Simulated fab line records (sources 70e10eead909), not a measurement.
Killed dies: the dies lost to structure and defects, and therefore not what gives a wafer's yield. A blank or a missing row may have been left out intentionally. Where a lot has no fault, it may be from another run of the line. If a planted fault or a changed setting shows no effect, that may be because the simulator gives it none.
fab line records | flow nand-harc
record: lots: 12 | wafers: 36 | last-day: 33
route steps=1302 shown P_ZERO_WELL@44 P_GATE@124 END@1302
lots with no fault: from the same line, run without faults
start-h: hours from the record's opening day to when the first of the lot's shown wafers began | wait-h: hours elapsed since this lot's preceding step | " identical to the entry in the row above | L1.1+2: a row that stands for several wafers | - no value present, or no start provided | * or withheld: withheld | < > ~ a bound
route shown NAME@n: NAME is a module with steps in the file, n the number in the route of the first one | usual: the fault-free wafers' mean and standard deviation | same: alike in all rows | chamber/n: place in a boat | sites: readings site by site | _std_site: the values' standard deviation | _edge_site: outer sites' mean less inner sites' | radius-mm: how far each site lies from the wafer's centre | mask NAME#n: copy n | behind: the last tool/chamber to shape the wafer | hold: the reason the lot was held/the length of the hold in hours/how it ended | device: the n, p or np transistor that did not switch | end of line: the route-end tests of the same wafers | a step with no rows: only its recipe | killed: not the wafer's yield, but the dies lost to structure and defects at the first sort | map: dies across one wafer; x = killed, . = not, _ = none there
set.NAME: setting as actually run; set.NAME@STEP: the setting as run at that earlier step | model.NAME: the simulator's own value behind a step, which no gauge read
one table for each step of the route and one row for each wafer, over a sample of lots
services: from which hour (start-h, from the record's first day; less than 0 if before it) a tool's chamber was out of use, for how many hours, and why
== steps ==
step: NHARC_P_ZERO_WELL_CD_MEAS_37
recipe: target-cd-nm: 720 | landing-energy-ev: 500
usual: cd-nm: 719.6/2.2
lot.wafer | tool      | chamber | start-h | wait-h | cd-nm
L832.1    | cd-sem-02 | 0       | 24.12   | -      | 717.2
L832.4    | "         | 0       | "       | "      | 720.3
L832.6    | "         | 0       | "       | "      | 717.4
L833.1    | cd-sem-02 | 0       | 34.01   | -      | 719.8
L833.2    | "         | 0       | "       | "      | 721.1
L833.5    | "         | 0       | "       | "      | 719.4
L835.2    | cd-sem-02 | 0       | 54.55   | -      | 720.9
L835.3    | "         | 0       | "       | "      | 720.8
L835.6    | "         | 0       | "       | "      | 720.1
L838.2    | cd-sem-01 | 0       | 84.27   | -      | 723.1
L838.3    | "         | 0       | "       | "      | 722.7
L838.4    | "         | 0       | "       | "      | 722.6
L839.2    | cd-sem-01 | 0       | 98.17   | -      | 717.5
L839.3    | "         | 0       | "       | "      | 717.5
L839.4    | "         | 0       | "       | "      | 720.2
L841.1    | cd-sem-03 | 0       | 114.10  | -      | 716.0
L841.2    | "         | 0       | "       | "      | 719.6
L841.4    | "         | 0       | "       | "      | 719.8
L849.2    | cd-sem-03 | 0       | 194.10  | -      | 718.5
L849.4    | "         | 0       | "       | "      | 717.8
L849.5    | "         | 0       | "       | "      | 722.8
L850.4    | cd-sem-03 | 0       | 204.02  | -      | 720.0
L850.5    | "         | 0       | "       | "      | 719.8
L850.6    | "         | 0       | "       | "      | 722.7
L851.2    | cd-sem-02 | 0       | 214.28  | -      | 721.3
L851.4    | "         | 0       | "       | "      | 721.6
L851.6    | "         | 0       | "       | "      | 719.1
L852.2    | cd-sem-02 | 0       | 224.46  | -      | 719.8
L852.4    | "         | 0       | "       | "      | 720.6
L852.5    | "         | 0       | "       | "      | 724.0
L853.1    | cd-sem-02 | 0       | 234.16  | -      | 721.0
L853.2    | "         | 0       | "       | "      | 719.4
L853.5    | "         | 0       | "       | "      | 717.5
L855.1    | cd-sem-02 | 0       | 254.22  | -      | 716.7
L855.2    | "         | 0       | "       | "      | 715.6
L855.3    | "         | 0       | "       | "      | 720.0
step: NHARC_P_ZERO_WELL_EXPOSE_49
recipe: na: 0.6 | target-cd-nm: 2000 | dose-mj: 22.64 | mask-id: P_HVPW
lot.wafer  | tool           | chamber | start-h | wait-h | mask
L832.1+4+6 | krf-scanner-04 | 0       | 25.47   | -      | P_HVPW#0
L833.1+2+5 | krf-scanner-04 | 0       | 35.44   | -      | P_HVPW#0
L835.2+3+6 | krf-scanner-04 | 0       | 57.42   | -      | P_HVPW#0
L838.2+3+4 | krf-scanner-03 | 0       | 85.66   | -      | P_HVPW#0
L839.2+3+4 | krf-scanner-04 | 0       | 99.64   | -      | P_HVPW#0
L841.1+2+4 | krf-scanner-02 | 0       | 115.58  | -      | P_HVPW_R1#0
L849.2+4+5 | krf-scanner-03 | 0       | 195.59  | -      | P_HVPW#0
L850.4+5+6 | krf-scanner-04 | 0       | 205.51  | -      | P_HVPW#0
L851.2+4+6 | krf-scanner-03 | 0       | 215.79  | -      | P_HVPW#0
L852.2+4+5 | krf-scanner-04 | 0       | 226.26  | -      | P_HVPW#0
L853.1+2+5 | krf-scanner-03 | 0       | 235.64  | -      | P_HVPW#0
L855.1+2+3 | krf-scanner-02 | 0       | 255.75  | -      | P_HVPW#0
step: NHARC_P_ZERO_WELL_CD_MEAS_52
recipe: target-cd-nm: 2000 | landing-energy-ev: 500
usual: cd-nm: 1999.7/2.3
lot.wafer | tool      | chamber | start-h | wait-h | cd-nm
L832.1    | cd-sem-01 | 0       | 25.63   | -      | 1997.6
L832.4    | "         | 0       | "       | "      | 1998.6
L832.6    | "         | 0       | "       | "      | 1998.4
L833.1    | cd-sem-03 | 0       | 35.59   | -      | 1996.0
L833.2    | "         | 0       | "       | "      | 2000.1
L833.5    | "         | 0       | "       | "      | 1997.2
L835.2    | cd-sem-02 | 0       | 57.58   | -      | 2002.4
L835.3    | "         | 0       | "       | "      | 2002.9
L835.6    | "         | 0       | "       | "      | 1999.8
L838.2    | cd-sem-02 | 0       | 85.81   | -      | 2000.8
L838.3    | "         | 0       | "       | "      | 1994.0
L838.4    | "         | 0       | "       | "      | 1999.6
L839.2    | cd-sem-03 | 0       | 99.80   | -      | 2000.7
L839.3    | "         | 0       | "       | "      | 2001.0
L839.4    | "         | 0       | "       | "      | 2000.3
L841.1    | cd-sem-03 | 0       | 115.74  | -      | 1898.9
L841.2    | "         | 0       | "       | "      | 1895.7
L841.4    | "         | 0       | "       | "      | 1898.9
L849.2    | cd-sem-01 | 0       | 195.74  | -      | 2001.2
L849.4    | "         | 0       | "       | "      | 1999.9
L849.5    | "         | 0       | "       | "      | 2002.4
L850.4    | cd-sem-01 | 0       | 205.66  | -      | 1999.8
L850.5    | "         | 0       | "       | "      | 1995.0
L850.6    | "         | 0       | "       | "      | 1998.5
L851.2    | cd-sem-03 | 0       | 215.95  | -      | 1997.0
L851.4    | "         | 0       | "       | "      | 1998.3
L851.6    | "         | 0       | "       | "      | 1999.4
L852.2    | cd-sem-02 | 0       | 226.42  | -      | 1997.4
L852.4    | "         | 0       | "       | "      | 1998.2
L852.5    | "         | 0       | "       | "      | 1999.2
L853.1    | cd-sem-02 | 0       | 235.80  | -      | 1999.5
L853.2    | "         | 0       | "       | "      | 1998.4
L853.5    | "         | 0       | "       | "      | 2000.4
L855.1    | cd-sem-02 | 0       | 255.91  | -      | 2001.5
L855.2    | "         | 0       | "       | "      | 2000.4
L855.3    | "         | 0       | "       | "      | 2000.9
step: NHARC_P_ZERO_WELL_DESCUM_54
recipe: time-s: 3 | o2-flow-sccm: 200 | ar-flow-sccm: 0 | bias-power-w: 0 | chemistry: O2
usual: drypump-motor-current-A: 5.5/0.41 | mfc-ar-sccm: 0.010/0.011 | oes-product-au: 0.998/0.014 | rf-vpp-V: 57.6/0.84 | showerhead-plenum-p-Torr: 1.87/0.086 | throttle-valve-pct: 11.311/0.009
lot.wafer | tool        | chamber | start-h | wait-h | drypump-motor-current-A | mfc-ar-sccm | oes-product-au | rf-hours-counter-h | rf-vpp-V | showerhead-plenum-p-Torr | throttle-valve-pct
L832.4    | rie-diel-09 | 2       | 25.79   | -      | 5.0                     | 0.008       | 0.988          | 16                 | 57.4     | 1.80                     | 11.312
L832.1    | "           | 0       | "       | "      | 5.7                     | 0.026       | 1.003          | 16                 | 57.0     | 1.78                     | 11.325
L832.6    | "           | 3       | "       | "      | 5.1                     | 0.027       | 0.993          | -                  | 58.7     | 1.92                     | 11.314
L833.1    | rie-diel-13 | 3       | 35.75   | -      | 5.9                     | 0.005       | 1.002          | 15                 | 56.7     | 1.79                     | 11.332
L833.2    | "           | 0       | "       | "      | 6.0                     | 0           | 0.989          | 13                 | 58.0     | 2.02                     | 11.316
L833.5    | "           | 0       | "       | "      | 5.9                     | 0           | 1.002          | -                  | 58.4     | 2.02                     | 11.302
L835.2    | rie-diel-06 | 2       | 57.73   | -      | 5.6                     | 0           | 0.978          | 36                 | 56.5     | 1.89                     | 11.321
L835.3    | "           | 0       | "       | "      | 6.0                     | 0           | 0.973          | 33                 | 56.9     | 1.88                     | 11.327
L835.6    | "           | 3       | "       | "      | 4.8                     | 0           | 0.981          | -                  | 56.7     | 1.83                     | 11.317
L838.4    | rie-diel-06 | 1       | 85.97   | -      | 5.4                     | 0.016       | 1.031          | 44                 | 58.4     | 1.79                     | 11.314
L838.2    | "           | 2       | "       | "      | 5.5                     | 0           | 0.994          | 44                 | 58.0     | 1.89                     | 11.301
L838.3    | "           | 3       | "       | "      | 4.8                     | 0           | 0.975          | 43                 | 57.6     | 1.82                     | 11.301
L839.2    | rie-diel-09 | 1       | 99.97   | -      | 6.1                     | 0           | 1.002          | 41                 | 57.4     | 1.93                     | 11.317
L839.4    | "           | 2       | "       | "      | 5.1                     | 0.008       | 0.995          | 43                 | 58.1     | 1.79                     | 11.319
L839.3    | "           | 3       | "       | "      | 5.2                     | 0.027       | 0.990          | 33                 | 57.7     | 1.91                     | 11.309
L841.1    | rie-diel-06 | 3       | 115.91  | -      | 4.7                     | 0           | 0.975          | 51                 | 56.8     | 1.82                     | 11.309
L841.2    | "           | 1       | "       | "      | 5.4                     | 0.016       | 1.020          | 52                 | 57.6     | 1.78                     | 11.313
L841.4    | "           | 1       | "       | "      | 5.4                     | 0.016       | 1.020          | -                  | 56.4     | 1.78                     | 11.319
L849.4    | rie-diel-09 | 0       | 195.92  | -      | 5.7                     | 0.026       | 0.993          | 14                 | 59.4     | 2.07                     | 11.298
L849.2    | "           | 3       | "       | "      | 5.2                     | 0.027       | 0.984          | 13                 | 56.5     | 1.90                     | 11.307
L849.5    | "           | 0       | "       | "      | 5.7                     | 0.026       | 1.000          | -                  | 57.9     | 2.07                     | 11.305
L850.4    | rie-diel-06 | 3       | 205.85  | -      | 4.8                     | 0           | 0.975          | 26                 | 56.7     | 1.81                     | 11.310
L850.6    | "           | 0       | "       | "      | 5.9                     | 0           | 1.018          | -                  | 58.2     | 1.87                     | 11.310
L850.5    | "           | 1       | "       | "      | 5.4                     | 0.016       | 1.006          | -                  | 56.0     | 1.77                     | 11.300
L851.2    | rie-diel-09 | 1       | 216.15  | -      | 6.1                     | 0           | 0.996          | 24                 | 59.5     | 1.91                     | 11.312
L851.4    | "           | 2       | "       | "      | 5.1                     | 0.008       | 0.998          | 22                 | 57.2     | 1.78                     | 11.298
L851.6    | "           | 3       | "       | "      | 5.2                     | 0.027       | 1.001          | -                  | 59.7     | 1.90                     | 11.318
L852.2    | rie-diel-06 | 0       | 226.59  | -      | 6.0                     | 0           | 1.019          | 37                 | 58.8     | 1.87                     | 11.308
L852.4    | "           | 3       | "       | "      | 4.8                     | 0           | 0.975          | 35                 | 56.3     | 1.81                     | 11.313
L852.5    | "           | 1       | "       | "      | 5.4                     | 0.016       | 1.013          | -                  | 58.2     | 1.77                     | 11.311
L853.1    | rie-diel-09 | 2       | 235.96  | -      | 5.0                     | 0.008       | 1.002          | 32                 | 55.6     | 1.78                     | 11.332
L853.2    | "           | 0       | "       | "      | 5.7                     | 0.026       | 0.994          | 29                 | 57.5     | 2.07                     | 11.313
L853.5    | "           | 3       | "       | "      | 5.2                     | 0.027       | 1.001          | -                  | 58.0     | 1.90                     | 11.307
L855.1    | rie-diel-09 | 0       | 256.08  | -      | 5.7                     | 0.026       | 1.004          | 34                 | 58.7     | 2.07                     | 11.310
L855.3    | "           | 1       | "       | "      | 6.1                     | 0           | 0.994          | 35                 | 58.0     | 1.91                     | 11.308
L855.2    | "           | 2       | "       | "      | 5.1                     | 0.008       | 1.001          | 35                 | 56.9     | 1.78                     | 11.301
step: NHARC_P_GATE_DESCUM_13
recipe: time-s: 3 | o2-flow-sccm: 200 | ar-flow-sccm: 0 | bias-power-w: 0 | chemistry: O2
usual: drypump-motor-current-A: 5.6/0.44 | mfc-ar-sccm: 0.006/0.012 | oes-product-au: 0.999/0.014 | rf-vpp-V: 57.8/0.83 | showerhead-plenum-p-Torr: 1.91/0.071 | throttle-valve-pct: 11.310/0.0089
lot.wafer | tool        | chamber | start-h | wait-h | drypump-motor-current-A | mfc-ar-sccm | oes-product-au | rf-hours-counter-h | rf-vpp-V | showerhead-plenum-p-Torr | throttle-valve-pct
L832.1    | rie-diel-11 | 3       | 86.49   | -      | 5.3                     | 0.010       | 0.992          | 6.9                | 59.0     | 2.03                     | 11.313
L832.4    | "           | 0       | "       | "      | 6.1                     | 0.015       | 0.991          | 6.9                | 58.5     | 1.86                     | 11.304
L832.6    | "           | 1       | "       | "      | 6.0                     | 0.038       | 0.984          | -                  | 58.3     | 1.90                     | 11.303
L833.2    | rie-diel-11 | 2       | 90.73   | -      | 5.8                     | 0.028       | 0.984          | 6.0                | 59.0     | 1.91                     | 11.317
L833.1    | "           | 3       | "       | "      | 5.3                     | 0.010       | 0.988          | 6.9                | 58.4     | 2.03                     | 11.313
L833.5    | "           | 0       | "       | "      | 6.1                     | 0.015       | 0.986          | -                  | 56.8     | 1.86                     | 11.330
L835.2    | rie-diel-04 | 1       | 110.51  | -      | 5.7                     | 0           | 1.026          | 5.1                | 57.8     | 1.99                     | 11.297
L835.3    | "           | 2       | "       | "      | 5.5                     | 0           | 1.000          | 4.9                | 56.3     | 1.88                     | 11.321
L835.6    | "           | 1       | "       | "      | 5.7                     | 0           | 1.037          | -                  | 58.0     | 1.99                     | 11.298
L838.3    | rie-diel-04 | 0       | 140.09  | -      | 5.1                     | 0           | 0.999          | 6.0                | 58.6     | 1.99                     | 11.319
L838.2    | "           | 2       | "       | "      | 5.4                     | 0           | 0.984          | 6.0                | 56.7     | 1.88                     | 11.297
L838.4    | "           | 2       | "       | "      | 5.4                     | 0           | 0.978          | -                  | 58.7     | 1.88                     | 11.295
L839.4    | rie-diel-11 | 2       | 155.26  | -      | 5.8                     | 0.028       | 0.975          | 2.9                | 57.4     | 1.91                     | 11.308
L839.2    | "           | 3       | "       | "      | 5.3                     | 0.010       | 0.985          | 2.2                | 59.9     | 2.03                     | 11.292
L839.3    | "           | 1       | "       | "      | 6.1                     | 0.038       | 0.992          | 2.7                | 58.5     | 1.90                     | 11.308
L841.1    | rie-diel-04 | 3       | 170.20  | -      | 5.8                     | 0           | 0.994          | 7.5                | 58.0     | 1.98                     | 11.311
L841.4    | "           | 0       | "       | "      | 5.1                     | 0           | 1.017          | 7.8                | 57.3     | 1.99                     | 11.298
L841.2    | "           | 1       | "       | "      | 5.7                     | 0           | 1.028          | 7.2                | 57.7     | 1.99                     | 11.305
L849.2    | rie-diel-08 | 1       | 249.27  | -      | 6.2                     | 0           | 0.990          | 3.2                | 57.3     | 1.93                     | 11.312
L849.4    | "           | 2       | "       | "      | 4.6                     | 0           | 1.014          | 1.7                | 58.2     | 1.83                     | 11.305
L849.5    | "           | 3       | "       | "      | 5.7                     | 0           | 1.000          | -                  | 58.2     | 1.91                     | 11.313
L850.4    | rie-diel-08 | 3       | 262.90  | -      | 5.7                     | 0           | 1.007          | 3.9                | 57.6     | 1.91                     | 11.314
L850.5    | "           | 2       | "       | "      | 4.6                     | 0           | 1.025          | -                  | 56.2     | 1.83                     | 11.306
L850.6    | "           | 3       | "       | "      | 5.7                     | 0           | 1.002          | -                  | 58.3     | 1.91                     | 11.319
L851.2    | rie-diel-04 | 0       | 275.60  | -      | 5.1                     | 0           | 1.002          | 6.6                | 58.0     | 1.99                     | 11.320
L851.4    | "           | 1       | "       | "      | 5.7                     | 0           | 1.001          | 6.7                | 57.8     | 1.98                     | 11.306
L851.6    | "           | 0       | "       | "      | 5.1                     | 0           | 1.005          | -                  | 58.5     | 1.99                     | 11.308
L852.2    | rie-diel-08 | 0       | 281.70  | -      | 5.5                     | 0           | 1.006          | 4.0                | 58.2     | 1.78                     | 11.311
L852.4    | "           | 2       | "       | "      | 4.6                     | 0           | 1.010          | 3.6                | 57.8     | 1.83                     | 11.322
L852.5    | "           | 0       | "       | "      | 5.5                     | 0           | 1.000          | -                  | 56.4     | 1.78                     | 11.304
L853.2    | rie-diel-11 | 2       | 288.94  | -      | 5.9                     | 0.028       | 0.990          | 0.0                | 58.5     | 1.91                     | 11.301
L853.1    | "           | 0       | "       | "      | 6.1                     | 0.015       | 0.985          | 0.0                | 57.2     | 1.85                     | 11.294
L853.5    | "           | 2       | "       | "      | 5.8                     | 0.028       | 0.982          | -                  | 58.2     | 1.91                     | 11.322
L855.3    | rie-diel-08 | 2       | 308.42  | -      | 4.6                     | 0           | 1.013          | 5.0                | 57.6     | 1.83                     | 11.312
L855.2    | "           | 3       | "       | "      | 5.7                     | 0           | 1.005          | 5.7                | 56.6     | 1.91                     | 11.301
L855.1    | "           | 1       | "       | "      | 6.2                     | 0           | 1.003          | 6.7                | 57.4     | 1.93                     | 11.315
step: NHARC_END_SORT_01
recipe: temp-c: 25
usual: killed-at-array: 45/18 | killed-at-other: 0.9/1.3 | killed-at-periphery: 3.7/2.2 | killed-dies: 50/18 | killed-open: 3.2/1.9 | killed-short: 2.4/1.6
same: gross-dies: 677
lot.wafer | tool      | chamber | start-h | wait-h | killed-at-array | killed-at-other | killed-at-periphery | killed-dies | killed-open | killed-short
L850.4    | prober-01 | 0       | 772.56  | 3.4    | 25              | 1               | 3                   | 29          | 2           | 1
L850.5    | prober-01 | 0       | 773.36  | 3.7    | 23              | 1               | 6                   | 30          | 3           | 3
L850.6    | prober-01 | 0       | 774.16  | 4.0    | 32              | 3               | 4                   | 39          | 4           | 4
killed by level:class
L850.4 A_CHANNEL_HOLE_D1:chamber-film-flake=14 A_CONTACT:chamber-film-flake=4 A_WL_FILL:chamber-film-flake=2 A_ONON_D1:geometric-particle:short=1 A_CHANNEL_HOLE_D1:geometric-particle:open=1 A_WL_FILL:geometric-particle:open=1 P_STI:chamber-film-flake=1 P_GATE:chamber-film-flake=1
L850.5 A_CONTACT:chamber-film-flake=8 A_SLIT:chamber-film-flake=6 P_GATE:chamber-film-flake=2 P_BONDPAD:chamber-film-flake=2 A_CHANNEL_HOLE_D1:chamber-film-flake=2 P_GATE:geometric-particle:short=1 P_M0:geometric-particle:open=1 A_ONON_D1:geometric-particle:short=1
L850.6 A_CHANNEL_HOLE_D1:chamber-film-flake=11 A_SLIT:chamber-film-flake=6 A_CONTACT:chamber-film-flake=5 THIN_TSV:chamber-film-flake=3 A_ONON_D2:geometric-particle:short=2 A_CHANNEL_FILL_D2:geometric-particle:short=2 P_GATE:chamber-film-flake=2 P_GATE:geometric-particle:open=1
== services ==
tool           | chamber | start-h | hours | kind
krf-scanner-03 | -       | 5.72    | 4.1   | repair
rie-diel-06    | 0       | 6.95    | 4.9   | repair
krf-scanner-04 | -       | 10.00   | 4.0   | pm
rie-diel-08    | -       | 13.80   | 9.0   | pm
krf-scanner-04 | -       | 17.20   | 0.9   | repair
rie-diel-11    | 2       | 39.79   | 8.7   | repair
krf-scanner-03 | -       | 52.00   | 4.0   | pm
rie-diel-08    | 3       | 75.38   | 32.1  | repair
rie-diel-09    | 0       | 83.49   | 9.6   | repair
rie-diel-11    | -       | 98.31   | 9.0   | pm
rie-diel-06    | 0       | 115.46  | 3.3   | repair
rie-diel-11    | 3       | 120.62  | 1.8   | repair
rie-diel-09    | -       | 124.89  | 0.8   | repair
rie-diel-06    | -       | 130.20  | 9.0   | pm
rie-diel-04    | 1       | 132.03  | 14.0  | repair
rie-diel-08    | 0       | 142.42  | 2.7   | repair
rie-diel-09    | -       | 143.41  | 9.0   | pm
krf-scanner-04 | -       | 182.00  | 4.0   | pm
krf-scanner-04 | -       | 232.57  | 2.0   | repair
rie-diel-06    | 3       | 257.68  | 4.5   | repair
rie-diel-06    | -       | 267.75  | 0.9   | repair
rie-diel-09    | 2       | 281.87  | 22.6  | repair
krf-scanner-04 | -       | 283.13  | 0.9   | repair
rie-diel-06    | -       | 307.20  | 9.0   | pm
== key ==
first-sign: step: NHARC_P_ZERO_WELL_EXPOSE_49 | reading: mask | direction: changed
effect: step: NHARC_P_ZERO_WELL_CD_MEAS_52 | reading: cd-nm | direction: down | sigmas: 44 | usual: 1999.7 | struck: 1897.8
met-at NHARC_P_ZERO_WELL_EXPOSE_49
struck-lots L841
tester-left-out L841
not-acting-at NHARC_P_ZERO_WELL_CD_MEAS_37,NHARC_P_ZERO_WELL_DESCUM_54,NHARC_P_GATE_DESCUM_13
fault: kind: wrong-mask | tool: any | chamber: - | onset-h: 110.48 | steps: NHARC_P_ZERO_WELL_EXPOSE_49 | aux-copy: P_HVPW_R1#0 | cd-offset-nm: -102.54 | scope: struck-lots-only
tester-left-out: of these lots the tester's yield and bins aren't shown, on N5 and GAA mostly nor the transistor test; their killed dies are dies lost to structure and defects alone, not to doping, threshold or leakage, so they don't give the yield
